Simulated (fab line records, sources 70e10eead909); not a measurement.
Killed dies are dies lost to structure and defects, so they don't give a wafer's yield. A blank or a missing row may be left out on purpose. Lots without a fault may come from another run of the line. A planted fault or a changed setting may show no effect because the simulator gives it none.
Which tool did it? | flow nand_harc | 15 lots, 45 wafers sampled, at 5 steps of a route of 1302

WHAT THE GAUGES READ, wafer by wafer
NHARC_P_M1_THK_MEAS_24: measures by xrf.
lot  | measured     | on            | thk_nm (nm)
L219 | day 6 21:47  | film_metro-02 | 156.1 159.3 157.8
L220 | day 7 12:01  | film_metro-01 | 155.3 159.8 156.0
L221 | day 7 16:20  | film_metro-01 | 157.1 158.0 158.7
L222 | day 8 21:05  | film_metro-01 | 158.1 156.3 156.3
L227 | day 10 10:38 | film_metro-01 | 402.7 396.7 398.6
L228 | day 10 18:40 | film_metro-02 | 404.8 411.0 404.0
L229 | day 11 01:50 | film_metro-02 | 389.1 394.3 402.1
L234 | day 12 18:08 | film_metro-01 | 154.8 157.3 158.4
L235 | day 13 06:38 | film_metro-02 | 155.4 157.9 157.5
L236 | day 13 22:55 | film_metro-01 | 158.2 156.5 157.2
L237 | day 14 02:52 | film_metro-01 | 157.6 159.4 157.1
L238 | day 14 12:35 | film_metro-02 | 154.8 157.4 157.6
L239 | day 15 13:10 | film_metro-01 | 157.2 157.7 156.4
L240 | day 15 17:35 | film_metro-01 | 158.7 158.3 156.6
L241 | day 16 00:15 | film_metro-01 | 155.9 158.7 158.0

WHICH TOOL RAN EACH LOT (tool, then ch and the chambers of the sampled wafers, then the start)
lot  | NHARC_P_M1_DESCUM_14               | NHARC_P_M1_PVD_21                       | NHARC_P_M1_ANNEAL_31             | NHARC_P_M1_CMP_23
L219 | rie_diel-12 ch 0,3, day 6 19:19    | pvd_sputter-03, day 6 21:10 or earlier  | rtp_anneal-02 ch 0, day 6 21:10  | cmp-04 ch 1,2, day 6 21:28
L220 | rie_diel-09 ch 1,2,3, day 7 09:32  | pvd_sputter-01, day 7 11:24 or earlier  | rtp_anneal-01 ch 0, day 7 11:24  | cmp-03 ch 1,2, day 7 11:42
L221 | rie_diel-09 ch 1,2, day 7 13:55    | pvd_sputter-03, day 7 15:44 or earlier  | rtp_anneal-02 ch 0, day 7 15:44  | cmp-03 ch 2,3, day 7 16:01
L222 | rie_diel-12 ch 0,1, day 8 18:39    | pvd_sputter-03, day 8 20:29 or earlier  | rtp_anneal-01 ch 0, day 8 20:29  | cmp-03 ch 0,1,3, day 8 20:50
L227 | rie_diel-12 ch 0,1, day 10 08:14   | pvd_sputter-02, day 10 09:59 or earlier | rtp_anneal-01 ch 0, day 10 09:59 | cmp-03 ch 0,3, day 10 10:21
L228 | rie_diel-09 ch 0,2,3, day 10 16:15 | pvd_sputter-03, day 10 18:01 or earlier | rtp_anneal-02 ch 0, day 10 18:01 | cmp-04 ch 0,1,3, day 10 18:23
L229 | rie_diel-12 ch 0,2, day 10 23:26   | pvd_sputter-03, day 11 01:11 or earlier | rtp_anneal-02 ch 0, day 11 01:11 | cmp-04 ch 0,1, day 11 01:33
L234 | rie_diel-12 ch 0,3, day 12 15:41   | pvd_sputter-01, day 12 17:29 or earlier | rtp_anneal-01 ch 0, day 12 17:29 | cmp-03 ch 2,3, day 12 17:49
L235 | rie_diel-09 ch 0,1,2, day 13 04:04 | pvd_sputter-02, day 13 06:01 or earlier | rtp_anneal-02 ch 0, day 13 06:01 | cmp-03 ch 0,1, day 13 06:21
L236 | rie_diel-01 ch 0,1,3, day 13 20:30 | pvd_sputter-02, day 13 22:19 or earlier | rtp_anneal-02 ch 0, day 13 22:19 | cmp-01 ch 1,2,3, day 13 22:36
L237 | rie_diel-09 ch 0,1,2, day 14 00:28 | pvd_sputter-03, day 14 02:11 or earlier | rtp_anneal-02 ch 0, day 14 02:11 | cmp-04 ch 0,1,2, day 14 02:36
L238 | rie_diel-12 ch 0,1,3, day 14 10:10 | pvd_sputter-03, day 14 11:59 or earlier | rtp_anneal-02 ch 0, day 14 11:59 | cmp-04 ch 1,2,3, day 14 12:18
L239 | rie_diel-09 ch 0,1,3, day 15 10:40 | pvd_sputter-01, day 15 12:31 or earlier | rtp_anneal-02 ch 0, day 15 12:31 | cmp-01 ch 1,2,3, day 15 12:51
L240 | rie_diel-09 ch 0,2,3, day 15 15:08 | pvd_sputter-01, day 15 16:56 or earlier | rtp_anneal-02 ch 0, day 15 16:56 | cmp-04 ch 0,1,3, day 15 17:17
L241 | rie_diel-09 ch 0,2,3, day 15 21:48 | pvd_sputter-01, day 15 23:38 or earlier | rtp_anneal-01 ch 0, day 15 23:38 | cmp-04 ch 1,2,3, day 15 23:56
- NHARC_P_M1_DESCUM_14: chemistry O2, time 3 s.
- NHARC_P_M1_PVD_21: deposits Cu, target thk 30 nm, time 20.49 s.
- NHARC_P_M1_ANNEAL_31: time 90 s.
- NHARC_P_M1_CMP_23: polishes, t overpolish 20 s, target thk 157.82 nm.

WHAT THE TOOLS THEMSELVES READ (means of the sampled wafers that have a number; where no wafer has one, the mark that the record gives instead)
NHARC_P_M1_DESCUM_14.
lot  | tool        | drypump_motor_current_A (A) | oes_product_au (a.u.) | rf_vpp_V (V) | showerhead_plenum_p_Torr (Torr) | throttle_valve_pct (%)
L219 | rie_diel-12 | 5.7                         | 0.999                 | 59.0         | 2.01                            | 11.322
L220 | rie_diel-09 | 6.0                         | 1.009                 | 57.3         | 1.84                            | 11.307
L221 | rie_diel-09 | 5.8                         | 1.006                 | 58.5         | 1.81                            | 11.310
L222 | rie_diel-12 | 5.5                         | 0.996                 | 57.4         | 1.92                            | 11.314
L227 | rie_diel-12 | 5.5                         | 0.997                 | 57.5         | 1.92                            | 11.313
L228 | rie_diel-09 | 6.4                         | 1.000                 | 58.2         | 1.85                            | 11.302
L229 | rie_diel-12 | 5.5                         | 1.011                 | 57.8         | 1.95                            | 11.317
L234 | rie_diel-12 | 5.7                         | 1.000                 | 58.3         | 2.01                            | 11.307
L235 | rie_diel-09 | 6.3                         | 1.004                 | 57.6         | 1.82                            | 11.312
L236 | rie_diel-01 | 5.7                         | 1.005                 | 58.7         | 1.84                            | 11.310
L237 | rie_diel-09 | 6.3                         | 1.007                 | 58.1         | 1.82                            | 11.317
L238 | rie_diel-12 | 5.6                         | 0.999                 | 57.2         | 1.93                            | 11.318
L239 | rie_diel-09 | 6.0                         | 1.014                 | 57.6         | 1.84                            | 11.320
L240 | rie_diel-09 | 6.4                         | 1.006                 | 58.0         | 1.85                            | 11.310
L241 | rie_diel-09 | 6.4                         | 1.004                 | 57.0         | 1.85                            | 11.316

NHARC_P_M1_PVD_21.
lot  | tool           | throttle_valve_pct (%)
L219 | pvd_sputter-03 | 29.4
L220 | pvd_sputter-01 | 29.4
L221 | pvd_sputter-03 | 29.4
L222 | pvd_sputter-03 | 29.5
L227 | pvd_sputter-02 | 30.9
L228 | pvd_sputter-03 | 30.2
L229 | pvd_sputter-03 | 29.3
L234 | pvd_sputter-01 | 30.4
L235 | pvd_sputter-02 | 31.8
L236 | pvd_sputter-02 | 30.7
L237 | pvd_sputter-03 | 29.8
L238 | pvd_sputter-03 | 30.1
L239 | pvd_sputter-01 | 29.6
L240 | pvd_sputter-01 | 29.7
L241 | pvd_sputter-01 | 28.9

NHARC_P_M1_ANNEAL_31.
lot  | tool          | wafer_temp_C_max
L219 | rtp_anneal-02 | 226.04
L220 | rtp_anneal-01 | 226.22
L221 | rtp_anneal-02 | 225.57
L222 | rtp_anneal-01 | 225.64
L227 | rtp_anneal-01 | 225.75
L228 | rtp_anneal-02 | 225.97
L229 | rtp_anneal-02 | 225.93
L234 | rtp_anneal-01 | 225.99
L235 | rtp_anneal-02 | 225.82
L236 | rtp_anneal-02 | 225.64
L237 | rtp_anneal-02 | 226.09
L238 | rtp_anneal-02 | 225.49
L239 | rtp_anneal-02 | 225.77
L240 | rtp_anneal-02 | 225.89
L241 | rtp_anneal-01 | 225.80

NHARC_P_M1_CMP_23.
lot  | tool   | edge_zone_pressure_frac | motor_current_A (A) | slurry_filter_dp_kPa (kPa) | time_to_endpoint_s (s)
L219 | cmp-04 | 0.991                   | 12.4                | 13.42                      | 27.8
L220 | cmp-03 | 1.002                   | 12.4                | 13.48                      | 26.8
L221 | cmp-03 | 1.003                   | 12.5                | 13.50                      | 24.3
L222 | cmp-03 | 0.997                   | 13.0                | 13.61                      | 27.6
L227 | cmp-03 | -                       | -                   | -                          | -
L228 | cmp-04 | -                       | -                   | -                          | -
L229 | cmp-04 | -                       | -                   | -                          | -
L234 | cmp-03 | 1.003                   | 12.4                | 13.58                      | 28.7
L235 | cmp-03 | 0.999                   | 12.8                | 13.45                      | 25.6
L236 | cmp-01 | 1.004                   | 11.9                | 13.54                      | 25.8
L237 | cmp-04 | 0.997                   | 11.7                | 13.47                      | 31.2
L238 | cmp-04 | 1.001                   | 11.9                | 13.43                      | 26.6
L239 | cmp-01 | 0.999                   | 11.8                | 13.62                      | 29.0
L240 | cmp-04 | 0.999                   | 11.6                | 13.53                      | 27.4
L241 | cmp-04 | 0.999                   | 11.7                | 13.40                      | 27.3

THE ANSWER, worked out from the rows above alone
Rule: what is usual is taken from the lots themselves. Put in order of their means at a reading, lots are off if they are a third of the lots or fewer, leave a main group of 4 or more, and stand apart from it by a gap of 3 or more times the standard deviation of the main group's means; of several such gaps the widest counts. A main group whose means are all the same, to the digits that the tables above print for the reading, isn't used. A lot without any number at a reading at which 4 lots or more have one is off too. The other lots that the step has rows for count as sound. The gauges are gone through in route order, then the tools' own readings, and for those a lot's mean is taken as printed above. The first step at which some lot is off is used, and at that step the reading that is off furthest; a lot without a number counts as furthest.
Off: L227, L228, L229, at NHARC_P_M1_THK_MEAS_24 (thk_nm). The main group: mean 157.3 nm, standard deviation 0.47.
A tool fits if, at a process step before that reading, it ran every lot that is off, and no sound lot after the first of them. The gauges at NHARC_P_M1_THK_MEAS_24 aren't tried: what is off there is off at NHARC_P_M1_CMP_23 too, on other tools, and a gauge's error can't cause that. NHARC_P_M1_PVD_21 gives no start for some lots, so the hours and the order of its lots are those of NHARC_P_M1_ANNEAL_31. None of those tried fits.

WHAT THE SIMULATOR HAD PUT IN
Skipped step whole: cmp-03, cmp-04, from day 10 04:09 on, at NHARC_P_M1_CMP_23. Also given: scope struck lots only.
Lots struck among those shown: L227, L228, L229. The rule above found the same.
